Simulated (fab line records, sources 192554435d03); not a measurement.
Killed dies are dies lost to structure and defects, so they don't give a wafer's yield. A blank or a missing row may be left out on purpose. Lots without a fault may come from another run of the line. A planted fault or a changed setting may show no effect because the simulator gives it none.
Split-lot experiment | flow n5_finfet | 7 lots, 21 wafers read, on a route of 1938 steps

THE SPLIT
At N5_BEOL_M3_ETCH_70 (etches SOC in N2/H2, target depth 80 nm, overetch 16 nm, time 120 s), the setting bias_w was moved away from the recipe's 150 W on 9 of the 21 wafers read, by -15.3% to -6.1%. The other wafers ran this setting at the recipe's value.

The reading is taken at the split's own step.

THE READING
rf_vpp_V, in V, at N5_BEOL_M3_ETCH_70 (etches SOC in N2/H2, target depth 80 nm, overetch 16 nm, time 120 s). Fault-free wafers of this fab line usually give 524.2 V, standard deviation 2.6 V.

wafer  | tool, chamber at the split | bias_w as run, W | against the recipe | rf_vpp_V, V | against lot-mates on the recipe
L077.1 | rie_diel-06, 2             | 127              | -15.3%             | 467.9       | -54.2
L077.2 | rie_diel-06, 3             | 150              | recipe             | 521.6       | -
L077.5 | rie_diel-06, 3             | 150              | recipe             | 522.6       | -
L079.4 | rie_diel-05, 0             | 140.5            | -6.3%              | 505.7       | -17.1
L079.5 | rie_diel-05, 2             | 150              | recipe             | 522.8       | -
L079.6 | rie_diel-05, 1             | 140.5            | -6.3%              | 501.6       | -21.2
L082.1 | rie_diel-06, 3             | 150              | recipe             | 521.5       | -
L082.4 | rie_diel-06, 2             | 150              | recipe             | 520.6       | -
L082.5 | rie_diel-06, 3             | 150              | recipe             | 523.0       | -
L086.1 | rie_diel-03, 1             | 150              | recipe             | 522.8       | -
L086.3 | rie_diel-03, 2             | 140.8            | -6.1%              | 505.0       | -17.8
L086.5 | rie_diel-03, 1             | 140.8            | -6.1%              | 501.8       | -21.0
L087.2 | rie_diel-06, 2             | 128.8            | -14.1%             | 479.2       | -47.1
L087.3 | rie_diel-06, 1             | 150              | recipe             | 526.3       | -
L087.5 | rie_diel-06, 3             | 128.8            | -14.1%             | 474.2       | -52.1
L093.1 | rie_diel-05, 0             | 137.5            | -8.3%              | 499.7       | -27.7
L093.5 | rie_diel-05, 3             | 150              | recipe             | 527.4       | -
L093.6 | rie_diel-05, 2             | 137.5            | -8.3%              | 494.7       | -32.7
L097.1 | rie_diel-03, 3             | 150              | recipe             | 523.3       | -
L097.4 | rie_diel-03, 2             | 150              | recipe             | 525.7       | -
L097.6 | rie_diel-03, 1             | 150              | recipe             | 524.4       | -

THE FIT
A straight line over all 21 wafers: rf_vpp_V changes by +3.38 V for each +1% of bias_w; r = +0.99; the points scatter about the line by 2.4 V.
The same after taking each lot's own level away (the mean of its wafers on the recipe; 21 wafers): +3.49 V for each +1%; r = +1.00; scatter 1.9 V.
On that fit, the largest move of bias_w shifts the reading by 54 V.
The lots' own levels span 521.70 to 527.40 V, that is 2.2 times the standard deviation above.
So the lot-to-lot level changes the slope little: the two slopes agree.
Check: with one of the wafers moved furthest among these (-15.3%) left out of the fit, the line predicts -52.9 V for it against its lot-mates. It came out at -54.2 V against them.
Tool readings at the split's step, against how far the setting was moved: rf_vpp_V r = +0.99.

OTHER SPLITS ON THESE WAFERS
These wafers also went through other splits before the reading. Each is held against what the fit with the lots' levels taken away leaves over:
other split on the same wafers     | wafers away from the commonest value | r with rf_vpp_V (lot level and that fit taken away)
N5_BEOL_M1_COAT_61 spin_rpm        | 8                                    | +0.11
N5_BEOL_M2_ETCH_69 bias_w          | 7                                    | +0.24
N5_BEOL_M2_TRENCH_ETCH_37 source_w | 5                                    | -0.08

THE WHOLE CHAIN: every reading that the file lists as answering this split, in the file's order
step               | what it does                                                        | reading                                                                          | change (the file's fit)                | r (the file's)
N5_BEOL_M3_ETCH_70 | etches SOC in N2/H2, target depth 80 nm, overetch 16 nm, time 120 s | rf_vpp_V                                                                         | +3.48 V for each +1% of the setting    | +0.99
N5_BEOL_M3_ETCH_70 | etches SOC in N2/H2, target depth 80 nm, overetch 16 nm, time 120 s | SiARC_of_BEOL_M3_COAT_68.thk_nm (the simulator's own value, which no gauge read) | -0.0693 nm for each +1% of the setting | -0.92

THE FILE'S OWN FIT
rf_vpp_V changes by +3.48 V for each +1% of bias_w, r = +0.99.
